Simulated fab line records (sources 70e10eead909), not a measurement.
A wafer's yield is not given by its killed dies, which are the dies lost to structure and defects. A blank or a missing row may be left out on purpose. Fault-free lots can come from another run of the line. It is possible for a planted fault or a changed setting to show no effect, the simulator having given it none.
fab line records	flow nand_harc
record lots=13	wafers=39	last_day=24
route steps=1159 shown P_STI@85 P_GATE@185
lots that met no fault: from a run of the same line without faults
start_h: hours from the record's first day to the start of the lot's first wafer shown	wait_h: how many hours have passed since the lot's step before this one	" same as the row above	L1.1+2: a single row standing in for several wafers	- either no value or no given start	* or withheld: withheld	< > ~ a bound
route shown NAME@n: a module of which the file shows steps, and the number in the route of the first	usual: mean/standard deviation of fault-free wafers	same: alike in all rows	chamber/n: place in a boat	sites: the reading at each site	_std_site: their standard deviation	_edge_site: the outer-site mean with the inner-site mean subtracted	radius_mm: how far each site lies from the wafer's centre	mask NAME#n: copy n	behind: the tool/chamber that last shaped the wafer	hold: reason for holding the lot/hours on hold/outcome of the hold	device: the transistor (n, p or np) that didn't switch	end of line: at the end of the route, the tests of the same wafers	a step given without rows: its recipe and nothing more	killed: the dies lost at the first sort to structure and to defects; this is not the yield of the wafer	map: dies across one wafer; x = killed, . = not, _ = none there
set.NAME: the setting that was run; set.NAME@STEP: the one run at that earlier step	model.NAME: the simulator's own value behind a step, which no gauge read
steps of the route over a sample of lots; a table a step, a row a wafer
services: when a tool's chamber went out of use (start_h, in hours from the record's first day, below 0 if earlier), for how many hours, and the reason
## steps
# step NHARC_P_STI_INSPECT_11
# usual raw_defect_count=5.6/2.8
lot.wafer	tool	chamber	start_h	wait_h	raw_defect_count
L125.1	defect_inspect-01	-	32.75	0.0	8
L125.3	"	-	"	"	12
L125.4	"	-	"	"	4
L127.1	defect_inspect-02	-	44.17	0.0	9
L127.2	"	-	"	"	9
L127.6	"	-	"	"	7
L129.1	defect_inspect-01	-	55.67	0.0	5
L129.3	"	-	"	"	6
L129.6	"	-	"	"	5
L128.1	defect_inspect-02	-	55.82	0.0	2
L128.2	"	-	"	"	3
L128.4	"	-	"	"	2
L132.2	defect_inspect-01	-	78.05	0.0	8
L132.3	"	-	"	"	6
L132.4	"	-	"	"	8
L133.1	defect_inspect-02	-	84.36	0.0	4
L133.2	"	-	"	"	5
L133.4	"	-	"	"	3
L134.1	defect_inspect-02	-	88.98	0.0	2
L134.2	"	-	"	"	4
L134.5	"	-	"	"	0
L135.3	defect_inspect-02	-	95.98	0.0	5
L135.4	"	-	"	"	7
L135.5	"	-	"	"	6
L143.2	defect_inspect-01	-	143.27	0.0	0
L143.3	"	-	"	"	6
L143.6	"	-	"	"	8
L144.1	defect_inspect-01	-	149.69	0.0	8
L144.3	"	-	"	"	13
L144.5	"	-	"	"	10
L145.2	defect_inspect-02	-	156.92	0.0	5
L145.4	"	-	"	"	14
L145.6	"	-	"	"	5
L147.3	defect_inspect-02	-	169.35	0.0	8
L147.4	"	-	"	"	9
L147.5	"	-	"	"	7
L148.1	defect_inspect-02	-	169.51	0.0	5
L148.2	"	-	"	"	3
L148.5	"	-	"	"	8
# step NHARC_P_GATE_CD_MEAS_59
# recipe target_cd_nm=720	landing_energy_ev=500
# usual cd_nm=718.5/1.8
lot.wafer	tool	chamber	start_h	wait_h	cd_nm
L125.1	cd_sem-03	0	96.72	-	721.0
L125.3	"	0	"	"	719.7
L125.4	"	0	"	"	718.5
L127.1	cd_sem-03	0	107.40	-	717.5
L127.2	"	0	"	"	718.2
L127.6	"	0	"	"	716.9
L129.1	cd_sem-02	0	122.83	-	717.6
L129.3	"	0	"	"	718.2
L129.6	"	0	"	"	717.1
L128.1	cd_sem-02	0	122.99	-	715.8
L128.2	"	0	"	"	718.7
L128.4	"	0	"	"	715.4
L132.2	cd_sem-01	0	140.45	-	719.5
L132.3	"	0	"	"	717.9
L132.4	"	0	"	"	719.6
L134.1	cd_sem-01	0	154.70	-	719.5
L134.2	"	0	"	"	717.1
L134.5	"	0	"	"	717.4
L133.1	cd_sem-03	0	155.20	-	721.2
L133.2	"	0	"	"	718.2
L133.4	"	0	"	"	719.1
L135.3	cd_sem-03	0	163.57	-	719.7
L135.4	"	0	"	"	715.4
L135.5	"	0	"	"	719.7
L143.2	cd_sem-01	0	204.54	-	717.7
L143.3	"	0	"	"	715.6
L143.6	"	0	"	"	715.2
L144.1	cd_sem-01	0	215.52	-	719.9
L144.3	"	0	"	"	717.3
L144.5	"	0	"	"	717.3
L145.2	cd_sem-02	0	224.22	-	717.4
L145.4	"	0	"	"	717.1
L145.6	"	0	"	"	716.1
L148.1	cd_sem-01	0	231.76	-	720.4
L148.2	"	0	"	"	718.3
L148.5	"	0	"	"	717.9
L147.3	cd_sem-03	0	232.79	-	719.1
L147.4	"	0	"	"	718.2
L147.5	"	0	"	"	718.6
# step NHARC_P_GATE_DESCUM_61
# recipe time_s=3	o2_flow_sccm=200	ar_flow_sccm=0	bias_power_w=0	chemistry=O2
# usual drypump_motor_current_A=5.8/0.44	mfc_ar_sccm=0.007/0.01	oes_product_au=1.000/0.0095	rf_vpp_V=57.6/0.84	showerhead_plenum_p_Torr=1.88/0.079	throttle_valve_pct=11.311/0.009
lot.wafer	tool	chamber	start_h	wait_h	drypump_motor_current_A	mfc_ar_sccm	oes_product_au	rf_hours_counter_h	rf_vpp_V	showerhead_plenum_p_Torr	throttle_valve_pct
L125.3	rie_diel-05	3	96.89	-	5.7	0.019	0.996	18	59.0	2.01	11.309
L125.1	"	0	"	"	5.9	0	1.005	19	58.0	1.80	11.315
L125.4	"	1	"	"	5.2	0	0.988	18	57.6	1.81	11.315
L127.1	rie_diel-05	0	107.57	-	5.9	0	0.989	22	58.8	1.80	11.308
L127.2	"	1	"	"	5.2	0	0.985	20	57.7	1.81	11.316
L127.6	"	0	"	"	5.9	0	0.993	-	57.5	1.80	11.325
L129.3	rie_diel-05	0	122.99	-	5.9	0	1.004	24	56.6	1.80	11.327
L129.1	"	3	"	"	5.7	0.019	0.997	24	57.0	2.01	11.314
L129.6	"	0	"	"	5.9	0	0.993	-	56.4	1.80	11.303
L128.2	rie_diel-05	0	123.17	-	5.8	0	0.991	24	57.2	1.80	11.321
L128.1	"	2	"	"	6.6	0.004	0.985	23	57.4	1.83	11.330
L128.4	"	3	"	"	5.7	0.019	0.991	-	57.8	2.01	11.321
L132.2	rie_diel-05	3	140.83	-	5.7	0.019	0.994	29	58.1	2.01	11.306
L132.3	"	0	"	"	5.8	0	0.989	30	57.1	1.80	11.302
L132.4	"	3	"	"	5.7	0.019	0.987	-	58.3	2.01	11.294
L134.1	rie_diel-13	0	154.88	-	5.1	0	1.018	19	57.4	1.84	11.299
L134.2	"	1	"	"	5.6	0.030	1.015	18	57.9	1.94	11.313
L134.5	"	2	"	"	5.7	0.002	1.000	-	57.4	1.85	11.304
L133.4	rie_diel-13	2	155.38	-	5.7	0.002	0.993	19	58.2	1.85	11.311
L133.2	"	3	"	"	5.8	0.000	0.993	20	58.2	1.96	11.306
L133.1	"	0	"	"	5.1	0	1.000	19	57.4	1.84	11.313
L135.4	rie_diel-13	1	163.72	-	5.6	0.030	1.017	21	56.4	1.94	11.303
L135.3	"	2	"	"	5.7	0.002	0.990	22	55.7	1.85	11.326
L135.5	"	2	"	"	5.7	0.002	0.996	-	57.9	1.85	11.305
L143.2	rie_diel-05	3	204.70	-	5.7	0.019	0.996	7	56.6	2.00	11.305
L143.3	"	1	"	"	5.2	0	1.000	7	58.3	1.81	11.305
L143.6	"	0	"	"	5.9	0	1.009	-	57.2	1.80	11.322
L144.3	rie_diel-13	1	215.68	-	5.6	0.030	1.016	45	56.6	1.93	11.312
L144.1	"	2	"	"	5.6	0.002	1.000	45	58.6	1.84	11.306
L144.5	"	1	"	"	5.6	0.030	1.012	-	58.5	1.93	11.311
L145.4	rie_diel-05	3	224.39	-	5.6	0.019	1.000	10	57.8	2.00	11.308
L145.2	"	2	"	"	6.6	0.004	0.989	9	56.0	1.83	11.325
L145.6	"	3	"	"	5.7	0.019	0.989	-	57.8	2.00	11.313
L148.2	rie_diel-05	0	231.92	-	5.9	0	1.010	13	58.7	1.80	11.303
L148.1	"	2	"	"	6.6	0.004	1.006	10	57.5	1.82	11.307
L148.5	"	1	"	"	5.2	0	0.997	-	57.4	1.80	11.332
L147.3	rie_diel-13	3	233.10	-	5.7	0.000	1.005	52	57.5	1.95	11.315
L147.4	"	0	"	"	5.1	0	1.015	51	57.8	1.83	11.319
L147.5	"	3	"	"	5.7	0.000	1.007	-	57.7	1.95	11.308
# step NHARC_P_GATE_EXPOSE_88
# recipe na=0.6	target_cd_nm=2000	dose_mj=11.87	mask_id=P_HVN
lot.wafer	tool	chamber	start_h	wait_h	mask
L125.1+3+4	krf_scanner-04	0	98.28	-	P_HVN#0
L127.1+2+6	krf_scanner-03	0	108.96	-	P_HVN#0
L129.1+3+6	krf_scanner-03	0	124.40	-	P_HVN#0
L128.1+2+4	krf_scanner-01	0	124.63	-	P_HVN#0
L132.2+3+4	krf_scanner-03	0	142.46	-	P_HVN#0
L134.1+2+5	krf_scanner-04	0	156.13	-	P_HVN#0
L133.1+2+4	krf_scanner-01	0	156.76	-	P_HVN_R1#0
L135.3+4+5	krf_scanner-03	0	165.18	-	P_HVN#0
L143.2+3+6	krf_scanner-03	0	206.10	-	P_HVN#0
L144.1+3+5	krf_scanner-04	0	217.09	-	P_HVN#0
L145.2+4+6	krf_scanner-04	0	225.68	-	P_HVN#0
L148.1+2+5	krf_scanner-01	0	233.33	-	P_HVN#0
L147.3+4+5	krf_scanner-04	0	234.37	-	P_HVN#0
# step NHARC_P_GATE_CD_MEAS_91
# recipe target_cd_nm=2000	landing_energy_ev=500
# usual cd_nm=2000.0/2.2
lot.wafer	tool	chamber	start_h	wait_h	cd_nm
L125.1	cd_sem-03	0	98.44	-	2000.3
L125.3	"	0	"	"	1999.4
L125.4	"	0	"	"	2000.5
L127.1	cd_sem-02	0	109.12	-	2005.3
L127.2	"	0	"	"	2004.5
L127.6	"	0	"	"	1998.6
L129.1	cd_sem-01	0	124.56	-	1999.1
L129.3	"	0	"	"	1999.5
L129.6	"	0	"	"	1997.6
L128.1	cd_sem-02	0	124.79	-	1999.8
L128.2	"	0	"	"	1998.9
L128.4	"	0	"	"	1997.4
L132.2	cd_sem-03	0	142.61	-	1999.3
L132.3	"	0	"	"	1999.4
L132.4	"	0	"	"	2002.8
L134.1	cd_sem-02	0	156.28	-	2004.3
L134.2	"	0	"	"	2004.2
L134.5	"	0	"	"	2000.6
L133.1	cd_sem-01	0	156.93	-	1965.7
L133.2	"	0	"	"	1966.2
L133.4	"	0	"	"	1967.0
L135.3	cd_sem-02	0	165.33	-	2000.7
L135.4	"	0	"	"	1998.7
L135.5	"	0	"	"	2002.6
L143.2	cd_sem-01	0	206.26	-	1998.4
L143.3	"	0	"	"	2001.7
L143.6	"	0	"	"	1998.1
L144.1	cd_sem-01	0	217.24	-	2002.2
L144.3	"	0	"	"	1998.1
L144.5	"	0	"	"	1998.0
L145.2	cd_sem-01	0	225.83	-	2000.2
L145.4	"	0	"	"	2000.6
L145.6	"	0	"	"	2002.4
L148.1	cd_sem-01	0	233.48	-	2001.1
L148.2	"	0	"	"	2000.3
L148.5	"	0	"	"	1999.2
L147.3	cd_sem-03	0	234.52	-	2000.3
L147.4	"	0	"	"	1998.1
L147.5	"	0	"	"	1999.6
## services
tool	chamber	start_h	hours	kind
krf_scanner-01	-	84.00	4.0	pm
rie_diel-05	0	93.79	-	clean
rie_diel-05	1	93.79	-	clean
rie_diel-05	2	93.79	-	clean
rie_diel-05	3	93.79	-	clean
rie_diel-13	-	99.00	9.0	pm
krf_scanner-04	-	106.10	4.9	repair
rie_diel-05	1	112.26	52.3	repair
rie_diel-05	0	118.29	-	clean
rie_diel-05	2	118.29	-	clean
rie_diel-05	3	118.29	-	clean
krf_scanner-04	-	126.00	4.0	pm
krf_scanner-03	-	127.41	2.0	repair
rie_diel-05	0	142.85	-	clean
rie_diel-05	2	142.85	-	clean
rie_diel-05	3	142.85	-	clean
rie_diel-05	-	160.11	0.2	repair
rie_diel-05	-	163.60	9.0	pm
krf_scanner-01	-	164.18	2.4	repair
krf_scanner-03	-	168.00	4.0	pm
rie_diel-05	2	214.35	2.3	repair
rie_diel-13	1	221.55	8.9	repair
krf_scanner-03	-	224.23	0.4	repair
rie_diel-05	2	226.33	2.6	repair
## key
first_sign step=NHARC_P_GATE_EXPOSE_88	reading=mask	direction=changed
effect step=NHARC_P_GATE_CD_MEAS_91	reading=cd_nm	direction=down	sigmas=15	usual=2000.0	struck=1966.3
met_at NHARC_P_GATE_EXPOSE_88
struck_lots L133
tester_left_out L133
not_acting_at NHARC_P_STI_INSPECT_11,NHARC_P_GATE_CD_MEAS_59,NHARC_P_GATE_DESCUM_61
onset_between 124.63 156.76
fault kind=wrong_mask	tool=any	chamber=-	onset_h=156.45	steps=NHARC_P_GATE_EXPOSE_88	aux_copy=P_HVN_R1#0	cd_offset_nm=-31.402	scope=struck_lots_only
# tester_left_out: of these lots the tester's yield and bins aren't shown, on N5 and GAA mostly nor the transistor test; their killed dies are dies lost to structure and defects alone, not to doping, threshold or leakage, so they don't give the yield
